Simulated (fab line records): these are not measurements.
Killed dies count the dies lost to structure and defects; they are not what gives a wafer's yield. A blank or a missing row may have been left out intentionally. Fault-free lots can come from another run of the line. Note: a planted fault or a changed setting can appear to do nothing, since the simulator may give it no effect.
The tool behind it: which one? + flow nand-harc + 36 wafers from 12 lots sampled at 6 of the route's 1302 steps

WHAT EACH GAUGE READ, for each wafer
NHARC_HYBRID_BOND_OVL_MEAS_05. Usual: overlay-x-nm -2 nm, standard deviation 35; overlay-y-nm 0 nm, standard deviation 34.
| lot  | measured     | on         | overlay-x-nm (nm) | overlay-y-nm (nm) | flag |
|------|--------------|------------|-------------------|-------------------|------|
| L453 | day 23 01:31 | overlay-02 | 7 21 3            | 0 -46 -70         |      |
| L455 | day 24 11:13 | overlay-01 | -16 14 46         | -21 8 -1          |      |
| L464 | day 28 11:40 | overlay-02 | 13 -26 18         | 11 -23 -31        |      |
| L462 | day 28 19:07 | overlay-02 | -20 2 11          | -3 -10 -22        |      |
| L466 | day 28 19:07 | overlay-01 | 8 -57 -23         | 60 20 22          |      |
| L467 | day 29 11:35 | overlay-01 | -17 -19 42        | -34 5 14          |      |
| L468 | day 29 20:32 | overlay-01 | -6 -6 19          | -22 47 1          |      |
| L472 | day 31 18:05 | overlay-02 | -37 53 -6         | 50 -55 -12        |      |
| L473 | day 31 18:05 | overlay-01 | 10 5 26           | 13 14 -31         |      |
| L475 | day 32 10:07 | overlay-02 | 26 -18 -40        | 12 26 -17         |      |
| L474 | day 32 10:07 | overlay-02 | 17 -20 -15        | 27 -22 38         |      |
| L476 | day 33 23:52 | overlay-01 | 9 -21 22          | -35 -35 45        |      |

NHARC_THIN_TSV_INSPECT_40. Usual: raw-defect-count 527, standard deviation 93.
| lot  | measured     | on                | raw-defect-count | flag |
|------|--------------|-------------------|------------------|------|
| L453 | day 23 16:05 | defect-inspect-02 | 562 597 438      |      |
| L455 | day 25 01:50 | defect-inspect-01 | 506 497 481      |      |
| L464 | day 29 02:19 | defect-inspect-01 | 1146 1227 1249   | OFF  |
| L462 | day 29 12:51 | defect-inspect-02 | 1057 1171 1083   | OFF  |
| L466 | day 29 12:52 | defect-inspect-01 | 642 526 490      |      |
| L467 | day 30 01:59 | defect-inspect-01 | 641 818 789      |      |
| L468 | day 30 11:08 | defect-inspect-02 | 531 610 601      |      |
| L472 | day 32 17:43 | defect-inspect-01 | 478 473 418      |      |
| L473 | day 32 17:43 | defect-inspect-01 | 576 455 535      |      |
| L475 | day 33 00:58 | defect-inspect-02 | 534 554 559      |      |
| L474 | day 33 00:58 | defect-inspect-01 | 444 506 467      |      |
| L476 | day 34 15:31 | defect-inspect-01 | 630 533 423      |      |

NHARC_END_SORT_01. Usual: for defect-limited-yield, 91 % with a standard deviation of 3.2; for killed-at-array, 53 with a standard deviation of 21; for killed-at-other, 1.1 with a standard deviation of 1.5; for killed-at-periphery, 3.9 with a standard deviation of 2.7; for killed-dies, 58 with a standard deviation of 21; for killed-open, 3.4 with a standard deviation of 1.9; for killed-short, 2.3 with a standard deviation of 1.5.
| lot  | measured     | on        | defect-limited-yield (%) | killed-at-array | killed-at-other | killed-at-periphery | killed-dies | killed-open | killed-short | flag |
|------|--------------|-----------|--------------------------|-----------------|-----------------|---------------------|-------------|-------------|--------------|------|
| L453 | day 23 19:09 | prober-02 | 94 91 92                 | 39 55 57        | 2 2 0           | 2 2 0               | 43 59 57    | 4 4 5       | 2 3 2        |      |
| L455 | day 25 04:52 | prober-02 | 90 88 90                 | 59 66 64        | 1 4 3           | 7 8 4               | 67 78 71    | 1 2 2       | 2 2 6        |      |
| L464 | day 29 05:22 | prober-01 | 78 84 85                 | 58 46 45        | 84 50 54        | 5 9 5               | 147 105 104 | 2 2 3       | 6 2 1        | OFF  |
| L462 | day 29 15:52 | prober-01 | 85 86 86                 | 13 30 12        | 82 58 80        | 5 6 2               | 100 94 94   | 0 9 2       | 1 4 1        | OFF  |
| L466 | day 29 15:57 | prober-02 | 87 91 90                 | 81 55 63        | 0 0 2           | 5 5 2               | 86 60 67    | 3 3 6       | 2 4 5        |      |
| L467 | day 30 08:26 | prober-02 | 90 91 91                 | 66 52 58        | 0 0 0           | 2 7 3               | 68 59 61    | 0 8 4       | 2 1 6        |      |
| L468 | day 30 15:47 | prober-01 | 92 93 91                 | 40 44 50        | 0 0 0           | 12 5 13             | 52 49 63    | 2 3 5       | 1 3 4        |      |
| L472 | day 32 20:44 | prober-01 | 89 90 91                 | 68 57 51        | 5 2 4           | 4 7 4               | 77 66 59    | 5 5 1       | 1 3 0        |      |
| L473 | day 33 00:01 | prober-02 | 88 91 91                 | 78 59 61        | 1 0 1           | 2 3 1               | 81 62 63    | 1 4 4       | 4 1 1        |      |
| L475 | day 33 06:16 | prober-01 | 86 88 90                 | 83 75 57        | 6 1 3           | 8 4 5               | 97 80 65    | 2 3 3       | 3 1 2        |      |
| L474 | day 33 07:00 | prober-02 | 96 98 97                 | 22 9 19         | 0 0 0           | 3 2 4               | 25 11 23    | 6 2 9       | 3 4 1        |      |
| L476 | day 34 19:23 | prober-01 | 94 93 93                 | 43 44 45        | 1 2 0           | 0 3 4               | 44 49 49    | 3 4 3       | 0 1 2        |      |

WHAT TOOL EACH LOT RAN ON (gives the tool, then ch and the chambers of the sampled wafers, and finally the start)
| lot  | NHARC_THIN_TSV_ETCH_44             | NHARC_THIN_TSV_ETCH_59            | NHARC_THIN_TSV_STRIP_56              |
|------|------------------------------------|-----------------------------------|--------------------------------------|
| L453 | rie-diel-12 ch 0,2,3, day 23 04:30 | rie-metal-03 ch 0,1, day 23 10:13 | plasma-asher-02 ch 0,1, day 23 10:46 |
| L455 | rie-diel-01 ch 1,2, day 24 15:25   | rie-metal-01 ch 1, day 24 21:22   | plasma-asher-01 ch 0,1, day 24 21:58 |
| L464 | rie-diel-10 ch 1,2,3, day 28 14:43 | rie-metal-02 ch 0,1, day 28 20:31 | plasma-asher-02 ch 0,1, day 28 20:52 |
| L462 | rie-diel-12 ch 1,2,3, day 28 22:13 | rie-metal-02 ch 0,1, day 29 04:31 | plasma-asher-01 ch 0,1, day 29 04:55 |
| L466 | rie-diel-01 ch 0,3, day 28 23:25   | rie-metal-03 ch 0,1, day 29 05:17 | plasma-asher-02 ch 0,1, day 29 05:41 |
| L467 | rie-diel-12 ch 0,1, day 29 14:30   | rie-metal-01 ch 0,1, day 29 20:18 | plasma-asher-01 ch 0,1, day 29 20:40 |
| L468 | rie-diel-12 ch 1,3, day 29 23:35   | rie-metal-01 ch 0,1, day 30 05:28 | plasma-asher-02 ch 0,1, day 30 05:50 |
| L472 | rie-diel-01 ch 0,2,3, day 32 02:41 | rie-metal-03 ch 0,1, day 32 08:30 | plasma-asher-01 ch 0,1, day 32 08:52 |
| L473 | rie-diel-12 ch 1,2, day 32 04:02   | rie-metal-02 ch 0,1, day 32 09:56 | plasma-asher-02 ch 0,1, day 32 10:31 |
| L475 | rie-diel-01 ch 0,2,3, day 32 13:07 | rie-metal-01 ch 0,1, day 32 19:14 | plasma-asher-01 ch 0,1, day 32 19:37 |
| L474 | rie-diel-10 ch 0,1,2, day 32 14:18 | rie-metal-03 ch 0,1, day 32 20:16 | plasma-asher-01 ch 0,1, day 32 20:37 |
| L476 | rie-diel-12 ch 0,3, day 34 02:55   | rie-metal-01 ch 0,1, day 34 09:01 | plasma-asher-01 ch 0,1, day 34 09:21 |
- NHARC_THIN_TSV_ETCH_44: etches the open film in CF4/O2, target depth 1594.2 nm, time 797.1 s.
- NHARC_THIN_TSV_ETCH_59: etches the open film in Cl2/BCl3, target depth 880 nm, time 138.1 s.
- NHARC_THIN_TSV_STRIP_56: strips in O2.

WHAT THE TOOLS THEMSELVES READ (means of the sampled wafers that have a number; where no wafer has one, the mark that the record gives instead)
NHARC_THIN_TSV_ETCH_44. Usual: drypump-motor-current-A 5.7 A, standard deviation 0.51; oes-product-au 0.999 a.u., standard deviation 0.011; rf-vpp-V 795 V, standard deviation 4.1; showerhead-plenum-p-Torr 1.83 Torr, standard deviation 0.065; throttle-valve-pct 16.916 %, standard deviation 0.0091.
| lot  | tool        | drypump-motor-current-A (A) | oes-product-au (a.u.) | rf-vpp-V (V) | showerhead-plenum-p-Torr (Torr) | throttle-valve-pct (%) | flag |
|------|-------------|-----------------------------|-----------------------|--------------|---------------------------------|------------------------|------|
| L453 | rie-diel-12 | 5.8                         | 1.008                 | 793          | 1.82                            | 16.927                 |      |
| L455 | rie-diel-01 | 5.8                         | 0.986                 | 790          | 1.77                            | 16.916                 |      |
| L464 | rie-diel-10 | 6.0                         | 0.998                 | 799          | 1.90                            | 16.909                 |      |
| L462 | rie-diel-12 | 5.6                         | 0.996                 | 792          | 1.79                            | 16.915                 |      |
| L466 | rie-diel-01 | 5.0                         | 1.015                 | 798          | 1.89                            | 16.917                 |      |
| L467 | rie-diel-12 | 6.3                         | 1.001                 | 795          | 1.82                            | 16.916                 |      |
| L468 | rie-diel-12 | 5.7                         | 0.999                 | 791          | 1.77                            | 16.905                 |      |
| L472 | rie-diel-01 | 5.5                         | 1.006                 | 798          | 1.87                            | 16.907                 |      |
| L473 | rie-diel-12 | 5.5                         | 0.995                 | 793          | 1.80                            | 16.912                 |      |
| L475 | rie-diel-01 | 5.5                         | 1.006                 | 796          | 1.87                            | 16.916                 |      |
| L474 | rie-diel-10 | 5.6                         | 0.989                 | 798          | 1.90                            | 16.918                 |      |
| L476 | rie-diel-12 | 6.2                         | 1.001                 | 793          | 1.83                            | 16.916                 |      |

NHARC_THIN_TSV_ETCH_59. Usual: drypump-motor-current-A 5.78 A, standard deviation 0.13; oes-product-au 1.000 a.u., standard deviation 0.012; throttle-valve-pct 22.264 %, standard deviation 0.0087.
| lot  | tool         | drypump-motor-current-A (A) | oes-product-au (a.u.) | throttle-valve-pct (%) | flag |
|------|--------------|-----------------------------|-----------------------|------------------------|------|
| L453 | rie-metal-03 | 5.63                        | 0.995                 | 22.267                 |      |
| L455 | rie-metal-01 | 5.95                        | 1.001                 | 22.262                 |      |
| L464 | rie-metal-02 | 5.77                        | 1.017                 | 22.264                 |      |
| L462 | rie-metal-02 | 5.75                        | 1.017                 | 22.271                 |      |
| L466 | rie-metal-03 | 5.61                        | 0.979                 | 22.262                 |      |
| L467 | rie-metal-01 | 5.92                        | 0.986                 | 22.264                 |      |
| L468 | rie-metal-01 | 5.94                        | 0.999                 | 22.259                 |      |
| L472 | rie-metal-03 | 5.63                        | 0.998                 | 22.260                 |      |
| L473 | rie-metal-02 | 5.77                        | 1.008                 | 22.263                 |      |
| L475 | rie-metal-01 | 5.93                        | 0.992                 | 22.268                 |      |
| L474 | rie-metal-03 | 5.60                        | 0.998                 | 22.261                 |      |
| L476 | rie-metal-01 | 5.92                        | 0.991                 | 22.262                 |      |

NHARC_THIN_TSV_STRIP_56. Usual: drypump-motor-current-A 5.8 A, standard deviation 0.32; heater-power-w 341 W, standard deviation 20.
| lot  | tool            | drypump-motor-current-A (A) | heater-power-w (W) | flag |
|------|-----------------|-----------------------------|--------------------|------|
| L453 | plasma-asher-02 | 5.6                         | 349                |      |
| L455 | plasma-asher-01 | 5.9                         | 337                |      |
| L464 | plasma-asher-02 | 5.7                         | 341                |      |
| L462 | plasma-asher-01 | 5.9                         | 333                |      |
| L466 | plasma-asher-02 | 5.6                         | 353                |      |
| L467 | plasma-asher-01 | 5.9                         | 335                |      |
| L468 | plasma-asher-02 | 5.6                         | 345                |      |
| L472 | plasma-asher-01 | 6.2                         | 340                |      |
| L473 | plasma-asher-02 | 5.7                         | 334                |      |
| L475 | plasma-asher-01 | 6.2                         | 341                |      |
| L474 | plasma-asher-01 | 6.2                         | 345                |      |
| L476 | plasma-asher-01 | 5.9                         | 346                |      |

THE ANSWER, worked out from the rows above alone
Rule: lot off if the mean of its wafers having a number is beyond 3 standard deviations from the usual mean. Also off: a lot with no number at a reading for which 4 or more lots have one. All remaining lots with rows at the step are treated as sound. The gauges are gone through in route order, then the tools' own readings, and for those a lot's mean is taken as printed above. The first step at which some lot is off is used, and at that step the reading that is off furthest; a lot without a number counts as furthest.
Off: L464, L462, at NHARC_THIN_TSV_INSPECT_40 (raw-defect-count).
A tool fits if, at a process step before that reading, it ran every lot that is off, and no sound lot after the first of them. Not tried: the gauges at NHARC_THIN_TSV_INSPECT_40; whatever is off there is also off at NHARC_END_SORT_01, on other tools, and gauge error can't account for it. Not one of the candidates tried fits.

WHAT WAS PUT IN BY THE SIMULATOR
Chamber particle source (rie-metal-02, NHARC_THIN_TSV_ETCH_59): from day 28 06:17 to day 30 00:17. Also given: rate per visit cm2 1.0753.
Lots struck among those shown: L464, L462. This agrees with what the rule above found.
